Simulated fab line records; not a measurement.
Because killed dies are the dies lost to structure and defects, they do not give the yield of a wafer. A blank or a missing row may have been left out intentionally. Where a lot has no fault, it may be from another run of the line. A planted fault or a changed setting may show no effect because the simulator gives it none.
fab line records    flow n5_finfet
record: lots: 11  wafers: 32  last_day: 17
route steps=1938 shown SD_EPI_P@320 BEOL_M4@1089 PASSIVATION@1936
lots that met no fault: taken from a fault-free run of the same line
start_h: hours from the record's opening day to when the first of the lot's shown wafers began    wait_h: hours from the lot's prior step to this one    " same as the row above    L1.1+2: one row covering several wafers at once    - no value, or no start was given    * or withheld: withheld    < > ~ a bound
route shown NAME@n: NAME is a module with steps in the file, n the number in the route of the first one    usual: mean and standard deviation over wafers with no fault    same: alike in all rows    chamber/n: place in a boat    sites: each site's reading    _std_site: the values' standard deviation    _edge_site: inner sites' mean taken away from outer sites' mean    radius_mm: for every site, how far away it sits from the centre of the wafer    mask NAME#n: copy n    behind: the tool/chamber that last shaped the wafer    hold: cause of the lot's hold/its duration in hours/its outcome    device: whichever transistor did not switch (one of n, p or np)    end of line: the same wafers' tests at the end of the route    a step without rows: its recipe alone    killed: dies that structure and defects cost at the first sort, which is not the same as the wafer's yield    map: shows each die of a wafer: x if killed, . if not, _ if none is there
set.NAME: the setting as run; set.NAME@STEP: as run at that earlier step    model.NAME: the simulator's own value behind a step, which no gauge read
the route's steps for a sample of lots (tables are steps, rows are wafers)
services: when a tool's chamber went out of use (start_h, in hours from the record's first day, below 0 if earlier), for how many hours, and the reason
== steps ==
step: N5_SD_EPI_P_VAPOR_ETCH_44
recipe: chemistry: NF3/Ar  target: SiGe30  temp_c: 25  time_s: 3.3  mode: isotropic
lot.wafer   tool          chamber  start_h  wait_h
L231.2+5    epi_rpcvd-04  0        53.54    0.1
L232.3+5+6  epi_rpcvd-03  0        60.52    0.1
L234.2+4+6  epi_rpcvd-04  0        72.62    0.1
L236.2+3+4  epi_rpcvd-03  0        84.87    0.2
L238.1+4+6  epi_rpcvd-01  0        97.85    0.2
L242.1+2+6  epi_rpcvd-01  0        126.86   0.2
L245.1+2+3  epi_rpcvd-01  0        141.49   0.2
L248.2+3+6  epi_rpcvd-01  0        157.71   0.2
L250.1+2+5  epi_rpcvd-04  0        170.05   0.1
L252.1+3+4  epi_rpcvd-04  0        181.71   0.1
L254.2+4+5  epi_rpcvd-03  0        195.94   0.1
step: N5_BEOL_M4_ANNEAL_82
recipe: temp_c: 400  time_s: 240  ambient: vacuum
usual: heater_power_w: 853/93
lot.wafer  tool            chamber  start_h  wait_h  heater_power_w
L231.2     pvd_sputter-02  -        177.30   0.0     781
L231.5     "               -        "        "       806
L232.3     pvd_sputter-01  -        186.23   0.0     976
L232.5     "               -        "        "       997
L232.6     "               -        "        "       898
L234.2     pvd_sputter-02  -        192.67   0.0     777
L234.4     "               -        "        "       777
L234.6     "               -        "        "       778
L236.2     pvd_sputter-03  -        203.65   0.0     918
L236.3     "               -        "        "       812
L236.4     "               -        "        "       926
L238.1     pvd_sputter-01  -        218.58   0.0     900
L238.4     "               -        "        "       951
L238.6     "               -        "        "       970
L242.1     pvd_sputter-03  -        237.74   0.0     792
L242.2     "               -        "        "       815
L242.6     "               -        "        "       914
L245.1     pvd_sputter-01  -        269.68   0.0     858
L245.2     "               -        "        "       975
L245.3     "               -        "        "       667
L248.2     pvd_sputter-01  -        276.92   0.0     674
L248.3     "               -        "        "       979
L248.6     "               -        "        "       836
L250.1     pvd_sputter-02  -        278.51   0.0     1004
L250.2     "               -        "        "       843
L250.5     "               -        "        "       771
L252.1     pvd_sputter-01  -        297.47   0.0     680
L252.3     "               -        "        "       877
L252.4     "               -        "        "       958
L254.2     pvd_sputter-03  -        307.59   0.0     819
L254.4     "               -        "        "       926
L254.5     "               -        "        "       912
step: N5_BEOL_M4_ANNEAL_93
recipe: temp_c: 400  time_s: 240  ambient: vacuum
usual: heater_power_w: 852/92
lot.wafer  tool            chamber  start_h  wait_h  heater_power_w
L231.2     pvd_sputter-02  -        178.18   0.0     792
L231.5     "               -        "        "       844
L232.3     pvd_sputter-01  -        187.11   0.0     957
L232.5     "               -        "        "       960
L232.6     "               -        "        "       893
L234.2     pvd_sputter-02  -        193.55   0.0     767
L234.4     "               -        "        "       788
L234.6     "               -        "        "       799
L236.2     pvd_sputter-03  -        204.53   0.0     904
L236.3     "               -        "        "       798
L236.4     "               -        "        "       917
L238.1     pvd_sputter-01  -        219.46   0.0     905
L238.4     "               -        "        "       991
L238.6     "               -        "        "       960
L242.1     pvd_sputter-03  -        238.62   0.0     841
L242.2     "               -        "        "       823
L242.6     "               -        "        "       925
L245.1     pvd_sputter-01  -        270.56   0.0     812
L245.2     "               -        "        "       983
L245.3     "               -        "        "       674
L248.2     pvd_sputter-01  -        277.80   0.0     663
L248.3     "               -        "        "       980
L248.6     "               -        "        "       853
L250.1     pvd_sputter-02  -        279.39   0.0     1002
L250.2     "               -        "        "       810
L250.5     "               -        "        "       765
L252.1     pvd_sputter-01  -        298.35   0.0     678
L252.3     "               -        "        "       893
L252.4     "               -        "        "       1003
L254.2     pvd_sputter-03  -        308.47   0.0     844
L254.4     "               -        "        "       908
L254.5     "               -        "        "       908
step: N5_BEOL_M4_INSPECT_59
recipe: inspect_instrument: darkfield  mode: post_dep
usual: raw_defect_count: 79/25
lot.wafer  tool               chamber  start_h  wait_h  raw_defect_count
L231.2     defect_inspect-01  -        179.65   0.0     75
L231.5     "                  -        "        "       102
L232.3     defect_inspect-01  -        188.56   0.0     61
L232.5     "                  -        "        "       58
L232.6     "                  -        "        "       54
L234.2     defect_inspect-01  -        194.99   0.0     39
L234.4     "                  -        "        "       45
L234.6     "                  -        "        "       86
L236.2     defect_inspect-01  -        206.30   0.0     66
L236.3     "                  -        "        "       86
L236.4     "                  -        "        "       53
L238.1     defect_inspect-01  -        220.92   0.0     113
L238.4     "                  -        "        "       95
L238.6     "                  -        "        "       71
L242.1     defect_inspect-02  -        240.14   0.0     55
L242.2     "                  -        "        "       54
L242.6     "                  -        "        "       73
L245.1     defect_inspect-01  -        272.21   0.0     39
L245.2     "                  -        "        "       57
L245.3     "                  -        "        "       53
L248.2     defect_inspect-01  -        279.23   0.0     104
L248.3     "                  -        "        "       84
L248.6     "                  -        "        "       160
L250.1     defect_inspect-01  -        280.83   0.0     65
L250.2     "                  -        "        "       72
L250.5     "                  -        "        "       104
L252.1     defect_inspect-01  -        299.99   0.0     72
L252.3     "                  -        "        "       98
L252.4     "                  -        "        "       99
L254.2     defect_inspect-02  -        309.90   0.0     85
L254.4     "                  -        "        "       100
L254.5     "                  -        "        "       41
step: N5_BEOL_M4_RC_MEAS_101
usual: DIBL_N: 36.9/1.6  DIBL_P: 37.1/2  IOFF_N: 0.17/0.032  IOFF_P: 0.22/0.036  IOFF_P_85C: 3.8/0.52  IOFF_P_LIN: 0.104/0.014  ION_N: 674/12  ION_P: 463/7.8  REXT_P: 100.3/2.1  SS_N: 71.7/0.63  SS_P: 73.5/0.62  VT_N: 249/3.3  VT_P: -250/3.5  VT_P_LVT: -97.7/2.9
lot.wafer  tool       chamber  start_h  wait_h  DIBL_N[mV/V]  DIBL_P[mV/V]  IOFF_N[nA/um]  IOFF_P[nA/um]  IOFF_P_85C[nA/um]  IOFF_P_LIN[nA/um]  ION_N[uA/um]  ION_P[uA/um]  REXT_P[ohm.um]  SS_N[mV/dec]  SS_P[mV/dec]  VT_N[mV]  VT_P[mV]  VT_P_LVT[mV]
L231.2     prober-01  0        179.83   0.2     36.2          35.7          0.16           0.21           3.6                0.097              685           463           97.0            72.0          73.2          248       -251      -99.0
L231.5     "          0        "        "       38.1          38.2          0.20           0.25           4.2                0.111              693           468           96.3            72.9          74.0          245       -246      -97.8
L232.3     prober-02  0        188.90   0.3     36.8          37.8          0.15           0.27           4.5                0.125              664           466           99.9            71.3          73.3          252       -245      -94.3
L232.5     "          0        "        "       36.7          36.2          0.15           0.24           4.0                0.113              649           462           102.1           71.9          73.0          251       -247      -96.5
L232.6     "          0        "        "       37.8          37.1          0.17           0.25           4.2                0.117              666           466           102.0           71.1          73.1          249       -244      -95.6
L234.2     prober-01  0        195.17   0.2     38.6          39.4          0.20           0.29           4.7                0.126              679           469           96.5            71.8          74.3          247       -246      -95.7
L234.4     "          0        "        "       36.9          39.0          0.18           0.29           4.7                0.125              689           474           96.8            72.1          73.9          249       -246      -96.0
L234.6     "          0        "        "       35.1          35.2          0.14           0.21           3.6                0.101              664           464           96.2            71.2          73.3          252       -248      -99.2
L236.2     prober-02  0        206.48   0.2     34.2          32.1          0.12           0.15           2.7                0.077              660           453           99.6            70.8          73.2          254       -257      -103.9
L236.3     "          0        "        "       35.7          35.6          0.14           0.20           3.4                0.095              669           458           98.1            70.7          73.9          252       -251      -100.9
L236.4     "          0        "        "       35.4          34.8          0.14           0.19           3.3                0.091              672           463           98.2            70.8          72.8          251       -253      -101.2
L238.1     prober-01  0        220.95   0.0     38.6          38.0          0.19           0.27           4.5                0.118              674           464           102.2           72.3          73.7          248       -247      -95.3
L238.4     "          0        "        "       37.5          36.6          0.17           0.22           3.9                0.104              670           459           101.6           71.8          74.0          249       -250      -96.9
L238.6     "          0        "        "       37.1          36.7          0.18           0.23           4.0                0.109              677           463           101.2           72.2          73.6          248       -246      -96.4
L242.1     prober-02  0        240.17   0.0     39.5          37.4          0.17           0.19           3.3                0.085              668           444           101.9           72.3          73.3          248       -253      -102.6
L242.2     "          0        "        "       39.5          37.6          0.18           0.20           3.5                0.090              687           466           100.4           72.0          74.1          247       -252      -100.7
L242.6     "          0        "        "       37.1          34.6          0.13           0.15           2.7                0.073              661           450           100.5           71.7          72.9          255       -258      -104.8
L245.1     prober-02  0        272.23   0.0     35.2          35.0          0.13           0.18           3.2                0.090              657           453           98.3            71.4          72.7          254       -254      -96.7
L245.2     "          0        "        "       37.9          37.9          0.17           0.23           3.8                0.103              667           461           98.3            72.0          74.2          251       -250      -94.9
L245.3     "          0        "        "       34.6          29.6          0.12           0.10           1.9                0.053              660           425           115.4           70.8          72.9          253       -266      -108.8
L248.2     prober-02  0        279.41   0.2     38.5          38.4          0.20           0.23           3.8                0.098              671           458           100.3           72.4          73.7          248       -248      -99.4
L248.3     "          0        "        "       36.6          32.2          0.16           0.11           2.2                0.058              654           422           117.8           72.5          72.4          250       -262      -110.5
L248.6     "          0        "        "       36.5          35.3          0.15           0.18           3.1                0.083              653           446           101.5           72.2          72.3          254       -254      -102.4
L250.1     prober-01  0        280.97   0.1     36.1          33.3          0.14           0.20           3.5                0.101              668           458           102.6           70.9          72.6          251       -249      -96.6
L250.2     "          0        "        "       41.5          40.4          0.26           0.34           5.6                0.151              700           481           100.7           71.9          74.8          243       -241      -90.2
L250.5     "          0        "        "       36.2          33.7          0.14           0.20           3.6                0.101              674           465           102.1           71.4          72.5          251       -247      -96.9
L252.1     prober-01  0        300.02   0.0     36.6          38.6          0.18           0.22           3.9                0.105              679           459           106.1           72.4          73.8          250       -249      -98.3
L252.3     "          0        "        "       37.0          40.2          0.19           0.25           4.3                0.111              675           459           103.9           72.4          74.0          248       -252      -96.9
L252.4     "          0        "        "       37.5          40.7          0.20           0.27           4.6                0.119              683           468           104.2           72.8          74.1          246       -247      -95.8
L254.2     prober-01  0        310.08   0.2     36.4          37.4          0.16           0.24           4.0                0.115              676           469           102.0           71.2          73.3          247       -245      -95.4
L254.4     "          0        "        "       37.4          38.7          0.17           0.25           4.2                0.117              677           467           101.5           70.5          73.9          249       -247      -95.0
L254.5     "          0        "        "       34.4          35.7          0.12           0.21           3.6                0.105              664           467           101.4           71.0          72.7          255       -249      -96.5
step: N5_PASSIVATION_PROBE_49
usual: defect_limited_yield: 90.9/1.6  killed_at_M0_to_M3: 34/11  killed_at_M4_up: 14/5.7  killed_at_contacts: 13/6.5  killed_at_front_end: 43/11  killed_at_other: 4/3.1  killed_dies: 107/19  killed_open: 71/14  killed_short: 35/7.9  sort_bin_5_function: 5.3/1.1  sort_bin_6_memory: 3.4/0.74  sort_bin_8_speed: 0.00/0.014  sort_n_pass: 1073/19
same: gross_dies: 1180  killed_at_back_side: 0  sort_bin_4_leakage[%]: 0
lot.wafer  tool       chamber  start_h  wait_h  defect_limited_yield[%]  killed_at_M0_to_M3  killed_at_M4_up  killed_at_contacts  killed_at_front_end  killed_at_other  killed_dies  killed_open  killed_short  sort_bin_5_function[%]  sort_bin_6_memory[%]  sort_bin_8_speed[%]  sort_n_pass
L245.1     prober-01  -        370.13   0.0     94.5                     22                  6                4                   31                   2                65           40           23            3.3                     2.0                   0                    1115
L245.2     prober-01  -        370.18   0.1     91.5                     31                  14               6                   40                   9                100          63           37            5.2                     3.0                   0                    1080
L245.3     prober-01  -        370.23   0.1     92.4                     23                  10               9                   45                   3                90           46           44            3.6                     3.6                   63.05                346
L248.2     prober-01  -        374.82   0.1     93.2                     10                  9                10                  49                   2                80           54           25            3.9                     2.7                   0                    1100
L248.3     prober-01  -        374.87   0.1     90.4                     22                  9                20                  52                   10               113          84           29            4.9                     4.6                   79.07                134
L248.6     prober-01  -        375.02   0.3     91.3                     22                  19               9                   45                   8                103          74           29            5.3                     3.2                   0                    1077
killed by level:class
L245.1 BEOL_M3:geometric_particle:open=6 GATE_CUT:geometric_particle:open=5 BEOL_M0_SAQP:geometric_particle:short=5 STI_FIN_REVEAL:geometric_particle:open=4 DUMMY_GATE:geometric_particle:open=4 GATE_CUT:geometric_particle:short=4 MOL_CONTACT_COAG:geometric_particle:open=3 BEOL_M1:geometric_particle:open=3
L245.2 BEOL_M3:geometric_particle:open=8 BEOL_M0_SAQP:geometric_particle:short=6 FIN_SAQP:geometric_particle:open=5 STI_FIN_REVEAL:geometric_particle:open=5 DUMMY_GATE:geometric_particle:open=5 GATE_CUT:geometric_particle:short=5 BEOL_M2:geometric_particle:open=5 MOL_CONTACT_COAG:geometric_particle:open=4
L245.3 FIN_SAQP:geometric_particle:short=9 GATE_CUT:geometric_particle:short=8 STARTING-WAFER:geometric_particle:short=8 MOL_CONTACT_COAG:geometric_particle:open=6 BEOL_M3:geometric_particle:short=5 BEOL_M3:geometric_particle:open=5 BEOL_M4:geometric_particle:open=5 FIN_SAQP:geometric_particle:open=4
L248.2 STI_FIN_REVEAL:geometric_particle:open=10 MOL_CONTACT_COAG:geometric_particle:open=9 FIN_SAQP:geometric_particle:short=6 GATE_CUT:geometric_particle:open=6 BEOL_M4:geometric_particle:open=6 STARTING-WAFER:geometric_particle:open=5 ILD0:geometric_particle:open=4 FIN_SAQP:geometric_particle:open=3
L248.3 MOL_CONTACT_COAG:geometric_particle:open=16 STI_FIN_REVEAL:geometric_particle:open=13 FIN_SAQP:geometric_particle:open=12 FIN_SAQP:geometric_particle:short=10 BEOL_M3:geometric_particle:open=8 DUMMY_GATE:geometric_particle:open=6 BEOL_M2:geometric_particle:open=5 BEOL_M4:geometric_particle:open=5
L248.6 BEOL_M4:geometric_particle:open=10 FIN_SAQP:geometric_particle:short=9 STI_FIN_REVEAL:geometric_particle:open=8 MOL_CONTACT_COAG:geometric_particle:open=8 BEOL_M3:geometric_particle:open=8 BEOL_M0:geometric_particle:open=5 FIN_SAQP:geometric_particle:open=4 DUMMY_GATE:geometric_particle:open=4
== services ==
tool            chamber  start_h  hours  kind
pvd_sputter-02  -        54.51    8.1    repair
pvd_sputter-03  -        77.00    1.2    repair
pvd_sputter-01  -        149.90   7.8    repair
pvd_sputter-01  -        175.05   0.9    repair
epi_rpcvd-03    -        221.56   0.4    repair
epi_rpcvd-04    -        228.58   8.1    pm
epi_rpcvd-01    -        237.38   14.6   pm
== key ==
first_sign: step: N5_BEOL_M4_RC_MEAS_101  reading: REXT_P  direction: up  sigmas: 7.8  usual: 100.3  struck: 116.6
effect: step: N5_BEOL_M4_RC_MEAS_101  reading: ION_P  direction: down  sigmas: 5  usual: 463  struck: 424
effect: step: N5_BEOL_M4_RC_MEAS_101  reading: VT_P_LVT  direction: down  sigmas: 4.1  usual: -97.7  struck: -109.6
effect: step: N5_BEOL_M4_RC_MEAS_101  reading: VT_P  direction: down  sigmas: 4  usual: -250  struck: -264
effect: step: N5_BEOL_M4_RC_MEAS_101  reading: IOFF_P_LIN  direction: down  sigmas: 3.6  usual: 0.104  struck: 0.055
effect: step: N5_BEOL_M4_RC_MEAS_101  reading: IOFF_P_85C  direction: down  sigmas: 3.5  usual: 3.8  struck: 2.0
effect: step: N5_BEOL_M4_RC_MEAS_101  reading: DIBL_P  direction: down  sigmas: 3.1  usual: 37.1  struck: 30.9
effect: step: N5_PASSIVATION_PROBE_49  reading: sort_bin_8_speed  direction: up  sigmas: 99+  usual: 0.00  struck: 71.06
met_at N5_SD_EPI_P_VAPOR_ETCH_44
struck_lots L245,L248
struck_wafers L245.3,L248.3
not_acting_at N5_BEOL_M4_ANNEAL_82,N5_BEOL_M4_ANNEAL_93,N5_BEOL_M4_INSPECT_59
onset_between 126.86 141.49
fault: kind: process_parameter_drift  tool: epi_rpcvd-01  chamber: -  onset_h: 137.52  steps: N5_SD_EPI_P_VAPOR_ETCH_44  channel: time_s  offset: *  shape: step  end_h: 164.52  scope: struck_wafers_only  acts_in: *  stated: *
